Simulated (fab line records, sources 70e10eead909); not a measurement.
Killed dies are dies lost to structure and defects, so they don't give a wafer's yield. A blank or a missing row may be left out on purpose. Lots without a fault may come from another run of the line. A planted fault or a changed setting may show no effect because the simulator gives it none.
fab line records | flow nand_harc
record lots=10 wafers=30 last_day=24
route steps=1159 shown P_GATE@148 P_CONTACT@217
lots that met no fault: from a run of the same line without faults
start_h: hours from the record's first day to the start of the lot's first wafer shown | wait_h: hours since the lot's step before | " the same as in the row above | L1.1+2: a row that stands for several wafers | - no value, or no start given | * or withheld: withheld | < > ~ a bound
route shown NAME@n: a module of which the file shows steps, and the number in the route of the first | usual: mean/standard deviation of fault-free wafers | same: alike in all rows | chamber/n: place in a boat | sites: the reading at each site | _std_site: their standard deviation | _edge_site: outer sites' mean less inner sites' | radius_mm: how far each site lies from the wafer's centre | mask NAME#n: copy n | behind: the tool/chamber that last shaped the wafer | hold: why the lot was held/for how many hours/how that ended | device: the transistor (n, p or np) that didn't switch | end of line: the same wafers' tests at the end of the route | a step without rows: its recipe alone | killed: dies lost to structure and defects at the first sort, not the wafer's yield | map: a wafer's dies, x killed, . not, _ none there
set.NAME: the setting as run; set.NAME@STEP: as run at that earlier step | model.NAME: the simulator's own value behind a step, which no gauge read
steps of the route over a sample of lots; a table a step, a row a wafer
services: from which hour (start_h, from the record's first day; less than 0 if before it) a tool's chamber was out of use, for how many hours, and why
## steps
# step NHARC_P_GATE_ETCH_114
# recipe target_depth_a=300 overetch_a=30 time_s=16.5 ion_energy_ev=100 cf4_flow_sccm=80 o2_flow_sccm=20 ar_flow_sccm=0 rf_w=300 bias_w=100 chemistry=CF4/O2
# usual bias_w=100.0/0.31 drypump_motor_current_A=5.6/0.44 oes_product_au=1.002/0.014 rf_vpp_V=197.3/1.6 showerhead_plenum_p_Torr=1.31/0.071 throttle_valve_pct=13.397/0.009
# same time_s=16.5
# columns lot.wafer tool chamber start_h wait_h bias_w drypump_motor_current_A oes_product_au rf_hours_counter_h rf_vpp_V showerhead_plenum_p_Torr throttle_valve_pct
L693.3 rie_diel-13 2 92 - 100.5 5.8 1.011 30 196.0 1.25 13.409
L693.5 " 2 " " 100.3 5.8 1.003 - 195.3 1.25 13.401
L693.6 " 3 " " 99.5 4.8 0.999 - 195.4 1.24 13.401
L692.4 rie_diel-01 1 93 - 100.1 5.2 0.978 38 194.9 1.24 13.393
L692.3 " 3 " " 100.1 5.0 1.002 39 198.5 1.41 13.380
L692.6 " 1 " " 100.0 5.2 0.984 - 196.0 1.24 13.392
L694.1 rie_diel-01 2 104 - 100.0 6.3 0.996 43 199.4 1.43 13.390
L694.2 " 0 " " 99.9 5.8 0.994 42 195.1 1.24 13.389
L694.5 " 2 " " 100.3 6.4 1.002 - 199.8 1.43 13.396
L696.4 rie_diel-01 0 114 - 99.7 5.9 1.000 45 196.6 1.24 13.398
L696.2 " 3 " " 100.1 5.0 1.001 45 197.8 1.41 13.398
L696.5 " 0 " " 100.0 5.8 0.977 - 194.4 1.24 13.398
L698.1 rie_diel-13 3 126 - 100.5 4.8 1.002 3 194.3 1.24 13.394
L698.3 " 0 " " 99.7 6.1 1.022 3 196.9 1.29 13.401
L698.2 " 1 " " 100.2 5.9 1.002 1 199.9 1.41 13.403
L701.2 rie_diel-13 0 143 - 100.1 6.1 1.006 7 197.2 1.29 13.387
L701.4 " 1 " " 99.7 5.9 1.008 5 200.2 1.40 13.398
L701.6 " 0 " " 100.0 6.1 1.010 - 196.2 1.29 13.388
L709.4 rie_diel-03 3 190 - 100.1 5.6 1.006 50 197.0 1.33 13.386
L709.2 " 0 " " 99.6 5.7 0.995 55 198.4 1.37 13.408
L709.3 " 1 " " 99.9 5.6 1.019 55 197.1 1.30 13.400
L711.3 rie_diel-03 2 202 - 100.0 5.5 1.015 58 199.1 1.38 13.404
L711.4 " 3 " " 100.0 5.6 1.012 55 197.4 1.33 13.418
L711.5 " 3 " " 99.9 5.6 1.017 - 197.8 1.33 13.397
L713.2 rie_diel-13 2 216 - 99.9 5.8 0.992 23 195.9 1.24 13.387
L713.4 " 3 " " 99.6 4.8 1.011 23 196.5 1.24 13.388
L713.6 " 3 " " 100.3 4.8 1.016 - 195.8 1.24 13.396
L714.4 rie_diel-13 0 217 - 99.6 6.1 1.022 21 197.1 1.28 13.391
L714.3 " 1 " " 100.7 5.9 0.995 19 200.0 1.40 13.405
L714.2 " 2 " " 100.5 5.8 0.992 23 195.5 1.24 13.412
# step NHARC_P_GATE_ETCHBACK_37
# recipe target_depth_a=345 time_s=17.2 chf3_flow_sccm=50 o2_flow_sccm=10 ar_flow_sccm=200 rf_w=500 bias_w=200 chemistry=CHF3/O2
# usual bias_w=200.0/0.5 drypump_motor_current_A=5.6/0.46 oes_product_au=0.96/0.039 rf_vpp_V=369.8/2.9 showerhead_plenum_p_Torr=2.37/0.13 throttle_valve_pct=20.572/0.0094
# same time_s=17.2
# columns lot.wafer tool chamber start_h wait_h bias_w drypump_motor_current_A oes_product_au rf_hours_counter_h rf_vpp_V showerhead_plenum_p_Torr throttle_valve_pct
L693.3 rie_diel-01 0 - - 199.5 5.9 0.92 42 367.0 2.24 20.605
L693.5 " 3 " " 199.5 5.0 0.93 - 373.8 2.53 20.575
L693.6 " 0 " " 200.2 5.9 0.92 - 366.9 2.24 20.586
L692.3 rie_diel-01 2 - - 199.4 6.3 0.92 43 374.8 2.56 20.578
L692.4 " 3 " " 200.1 5.0 0.93 42 373.3 2.53 20.580
L692.6 " 0 " " 199.8 5.9 0.91 - 367.6 2.24 20.561
L694.2 rie_diel-01 2 - - 200.1 6.3 0.92 46 372.7 2.56 20.569
L694.1 " 0 " " 200.5 5.8 0.91 45 368.8 2.24 20.576
L694.5 " 2 " " 200.0 6.3 0.92 - 374.2 2.56 20.572
L696.2 rie_diel-13 2 - - 199.3 5.8 0.92 3 366.7 2.25 20.566
L696.4 " 0 " " 200.2 6.1 0.94 3 368.2 2.32 20.577
L696.5 " 2 " " 200.2 5.8 0.93 - 368.2 2.25 20.579
L698.1 rie_diel-03 3 - - 200.2 5.6 1.01 30 369.9 2.40 20.575
L698.2 " 0 " " 200.0 5.7 1.00 34 373.1 2.47 20.577
L698.3 " 2 " " 200.1 5.5 1.01 36 372.5 2.48 20.553
L701.4 rie_diel-13 0 - - 199.8 6.1 0.93 10 367.7 2.31 20.568
L701.2 " 1 " " 199.9 5.9 0.92 8 372.8 2.52 20.577
L701.6 " 3 " " 200.0 4.8 0.94 - 366.7 2.23 20.568
L709.2 rie_diel-13 3 - - 200.7 4.8 0.93 21 366.4 2.23 20.571
L709.4 " 0 " " 200.3 6.1 0.94 19 369.4 2.31 20.571
L709.3 " 2 " " 199.8 5.8 0.91 21 366.1 2.24 20.574
L711.4 rie_diel-13 2 - - 199.8 5.8 0.99 23 366.8 2.24 20.590
L711.3 " 3 " " 199.9 4.8 1.00 23 366.1 2.23 20.573
L711.5 " 1 " " 200.1 5.9 0.99 - 372.4 2.52 20.577
L713.4 rie_diel-13 2 - - 199.8 5.8 0.91 25 366.8 2.24 20.564
L713.2 " 0 " " 199.6 6.1 0.94 23 369.7 2.31 20.563
L713.6 " 2 " " 199.3 5.8 0.92 - 366.4 2.24 20.579
L714.3 rie_diel-03 1 - - 199.7 5.7 1.01 1 370.8 2.34 20.572
L714.2 " 3 " " 200.1 5.6 1.00 1 369.1 2.38 20.592
L714.4 " 0 " " 199.4 5.7 1.01 1 372.0 2.46 20.570
# step NHARC_P_GATE_INSPECT_68
# usual raw_defect_count=250/110
# columns lot.wafer tool chamber start_h wait_h hold raw_defect_count
L693.3 defect_inspect-02 - 111.74 0.1 - 518
L693.5 " - " " - 321
L693.6 " - " " - 255
L692.3 defect_inspect-02 - 112.37 0.1 - 362
L692.4 " - " " - 235
L692.6 " - " " - 307
L694.1 defect_inspect-02 - 122.64 0.2 - 197
L694.2 " - " " - 214
L694.5 " - " " - 251
L696.2 defect_inspect-01 - 132.64 0.1 - 135
L696.4 " - " " - 223
L696.5 " - " " - 286
L698.1 defect_inspect-01 - 143.96 0.2 - 219
L698.2 " - " " - 187
L698.3 " - " " - 276
L701.2 defect_inspect-02 - 162.30 0.1 - 177
L701.4 " - " " - 289
L701.6 " - " " - 119
L709.2 defect_inspect-01 - 209.03 0.1 await_dispo/0.2h/release 806
L709.3 " - " " await_dispo/0.2h/release 780
L709.4 " - " " await_dispo/0.2h/release 737
L709.2 defect_inspect-01 - 209.20 0.2 - 788
L709.3 " - " " - 792
L709.4 " - " " - 729
L711.3 defect_inspect-01 - 221.41 0.1 await_dispo/0.2h/release 770
L711.4 " - " " await_dispo/0.2h/release 745
L711.5 " - " " await_dispo/0.2h/release 734
L711.3 defect_inspect-01 - 221.58 0.2 - 789
L711.4 " - " " - 751
L711.5 " - " " - 734
L713.2 defect_inspect-02 - 235.03 0.1 - 265
L713.4 " - " " - 206
L713.6 " - " " - 277
L714.2 defect_inspect-01 - 235.32 0.1 - 179
L714.3 " - " " - 138
L714.4 " - " " - 286
# step NHARC_P_CONTACT_DEP_30
# recipe target_thk_a=300 temp_c=400 target_thk_nm=30 flow_sccm=200 rf_w=450 material=SiNx
# usual heater_power_w=694/93 susceptor_temp_C=399.99/0.22
# columns lot.wafer tool chamber start_h wait_h hold heater_power_w susceptor_temp_C
L693.3 pecvd-01 0 111.99 0.2 - 659 400.30
L693.6 " 1 " " - 638 399.84
L693.5 " 2 " " - 813 400.26
L692.3 pecvd-01 2 113.05 0.7 - 837 400.17
L692.4 " 0 " " - 747 399.58
L692.6 " 2 " " - 852 400.05
L694.2 pecvd-01 1 122.71 0.1 - 545 400.53
L694.1 " 2 " " - 845 400.21
L694.5 " 0 " " - 638 399.72
L696.2 pecvd-02 1 132.90 0.3 - 604 400.32
L696.5 " 0 " " - 643 399.99
L696.4 " 1 " " - 618 400.10
L698.1 pecvd-03 2 144.03 0.1 - 714 399.83
L698.3 " 0 " " - 765 400.45
L698.2 " 1 " " - 762 399.64
L701.2 pecvd-01 2 162.36 0.1 - 788 400.00
L701.6 " 2 " " - 787 400.12
L701.4 " 0 " " - 700 399.85
L709.2 pecvd-03 1 215.20 6.0 await_dispo/5.9h/release 734 399.91
L709.3 " 0 " " await_dispo/5.9h/release 832 400.03
L709.4 " 1 " " await_dispo/5.9h/release 752 399.86
L711.3 pecvd-03 2 228.40 6.8 await_dispo/6.5h/release 712 400.04
L711.5 " 1 " " await_dispo/6.5h/release 768 400.07
L711.4 " 0 " " await_dispo/6.5h/release 762 399.88
L713.2 pecvd-03 1 235.17 0.1 - 677 400.01
L713.4 " 2 " " - 685 399.95
L713.6 " 0 " " - 785 399.97
L714.3 pecvd-01 1 235.46 0.1 - 638 399.91
L714.2 " 0 " " - 674 400.15
L714.4 " 1 " " - 618 400.18
# step NHARC_P_CONTACT_ETCH_31
# recipe target_depth_a=300 time_s=85.7 ion_energy_ev=120 over_etch_frac=1 ch3f_flow_sccm=50 o2_flow_sccm=30 ar_flow_sccm=200 rf_w=500 bias_w=100 chemistry=CH3F/O2
# usual bias_w=100.00/0.29 ch3f_flow_sccm=50.01/0.15 drypump_motor_current_A=5.7/0.52 oes_product_au=0.984/0.015 rf_vpp_V=244.2/1.7 showerhead_plenum_p_Torr=2.44/0.1 throttle_valve_pct=20.663/0.0094
# same time_s=85.7
# columns lot.wafer tool chamber start_h wait_h bias_w ch3f_flow_sccm drypump_motor_current_A oes_product_au rf_hours_counter_h rf_vpp_V showerhead_plenum_p_Torr throttle_valve_pct
L693.3 rie_diel-09 0 - - 100.00 50.01 5.4 0.961 3 246.9 2.59 20.649
L693.5 " 2 " " 99.88 50.23 5.6 0.994 - 244.1 2.47 20.662
L693.6 " 3 " " 99.59 49.94 5.8 0.979 - 242.7 2.34 20.670
L692.4 rie_diel-06 3 - - 100.02 50.05 5.2 0.981 4 246.6 2.57 20.669
L692.3 " 0 " " 99.96 50.01 5.0 1.005 5 242.4 2.33 20.668
L692.6 " 3 " " 99.99 50.13 5.2 0.990 - 246.1 2.57 20.662
L694.1 rie_diel-06 3 - - 99.71 50.05 5.2 0.959 5 246.3 2.57 20.666
L694.2 " 0 " " 99.83 50.07 5.0 0.982 6 243.4 2.33 20.663
L694.5 " 3 " " 99.52 50.04 5.2 0.964 - 245.2 2.57 20.670
L696.2 rie_diel-09 1 - - 99.41 49.86 6.3 0.982 5 245.5 2.51 20.652
L696.4 " 2 " " 100.50 49.89 5.6 0.972 6 244.9 2.47 20.663
L696.5 " 2 " " 100.31 49.78 5.5 0.967 - 245.1 2.47 20.688
L698.3 rie_diel-09 0 - - 100.10 50.12 5.4 0.964 6 245.4 2.58 20.665
L698.1 " 2 " " 100.03 49.94 5.6 0.997 7 245.6 2.47 20.658
L698.2 " 3 " " 99.86 50.06 5.8 0.967 7 243.8 2.34 20.669
L701.2 rie_diel-09 1 - - 100.10 49.92 6.3 0.985 9 245.7 2.51 20.646
L701.6 " 3 " " 100.05 49.96 5.8 0.981 - 242.2 2.34 20.673
L701.4 " 0 " " 99.80 49.89 5.4 0.970 - 244.9 2.58 20.652
L713.4 rie_diel-06 3 - - 99.89 50.16 5.2 0.989 16 247.3 2.56 20.670
L713.2 " 0 " " 99.92 50.25 5.0 0.999 18 242.6 2.32 20.675
L713.6 " 1 " " 100.20 49.88 5.7 0.966 - 244.4 2.52 20.668
L714.4 rie_diel-08 3 - - 100.31 50.06 6.5 1.012 36 242.7 2.35 20.655
L714.3 " 0 " " 100.04 50.24 6.2 1.008 38 244.9 2.47 20.678
L714.2 " 2 " " 99.50 50.08 6.2 0.986 38 245.7 2.51 20.659
# step NHARC_P_CONTACT_PVD_32
# recipe target_thk_a=50 chamber_pressure_pa=5 power_w=5000 substrate_temp_c=200 time_s=17.7 material=Ti
# usual throttle_valve_pct=30.0/0.8
# same time_s=17.7
# columns lot.wafer tool chamber start_h wait_h throttle_valve_pct
L693.3 pvd_sputter-01 - - - 29.3
L693.5 " - " " 30.9
L693.6 " - " " 29.6
L692.3 pvd_sputter-02 - - - 29.0
L692.4 " - " " 29.1
L692.6 " - " " 31.0
L694.1 pvd_sputter-03 - - - 29.4
L694.2 " - " " 30.0
L694.5 " - " " 29.3
L696.2 pvd_sputter-01 - - - 29.6
L696.4 " - " " 29.9
L696.5 " - " " 29.4
L698.1 pvd_sputter-03 - - - 30.2
L698.2 " - " " 29.7
L698.3 " - " " 29.4
L701.4 pvd_sputter-02 - - - 28.7
L701.2 " - " " 31.4
L701.6 " - " " 28.9
L713.2 pvd_sputter-02 - - - 29.7
L713.4 " - " " 29.9
L713.6 " - " " 29.4
L714.3 pvd_sputter-01 - - - 30.2
L714.4 " - " " 31.5
L714.2 " - " " 29.4
## services
# columns tool chamber start_h hours kind
rie_diel-09 2 69.62 12.4 repair
pecvd-01 - 73.74 0.5 repair
rie_diel-09 - 77.10 9.0 pm
pecvd-03 - 85.20 2.8 repair
pecvd-01 0 94.73 7.2 repair
rie_diel-03 3 95.70 5.2 repair
rie_diel-13 - 99.01 9.0 pm
pecvd-03 - 111.35 13.0 pm
rie_diel-03 3 114.22 4.6 repair
rie_diel-13 1 114.66 9.2 repair
rie_diel-09 0 118.98 2.1 repair
rie_diel-01 0 125.14 5.7 repair
rie_diel-06 3 126.06 19.5 repair
pecvd-03 - 128.65 8.3 repair
rie_diel-01 - 146.45 9.0 pm
pvd_sputter-01 - 158.00 10.0 pm
rie_diel-09 2 160.21 12.4 repair
rie_diel-13 - 187.65 0.8 repair
rie_diel-09 2 189.14 6.2 repair
rie_diel-09 1 193.55 7.7 repair
rie_diel-03 - 215.35 9.0 pm
rie_diel-01 3 215.88 9.7 repair
rie_diel-09 2 229.40 19.4 repair
pecvd-01 - 237.24 13.0 pm
## key
first_sign step=NHARC_P_GATE_INSPECT_68 reading=raw_defect_count direction=up sigmas=4.8 usual=250 struck=762
effect step=NHARC_P_GATE_INSPECT_68 reading=hold direction=added
met_at NHARC_P_GATE_ETCH_114
struck_lots L709,L711
scrapped_behind NHARC_P_CONTACT_INSPECT_14 L709.2,L709.3,L709.4,L711.3,L711.4,L711.5
not_acting_at NHARC_P_GATE_ETCHBACK_37,NHARC_P_CONTACT_ETCH_31,NHARC_P_CONTACT_PVD_32
fault kind=chamber_particle_source tool=rie_diel-03 chamber=- onset_h=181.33 steps=NHARC_P_GATE_ETCH_114 rate_per_visit_cm2=0.91347 end_h=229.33
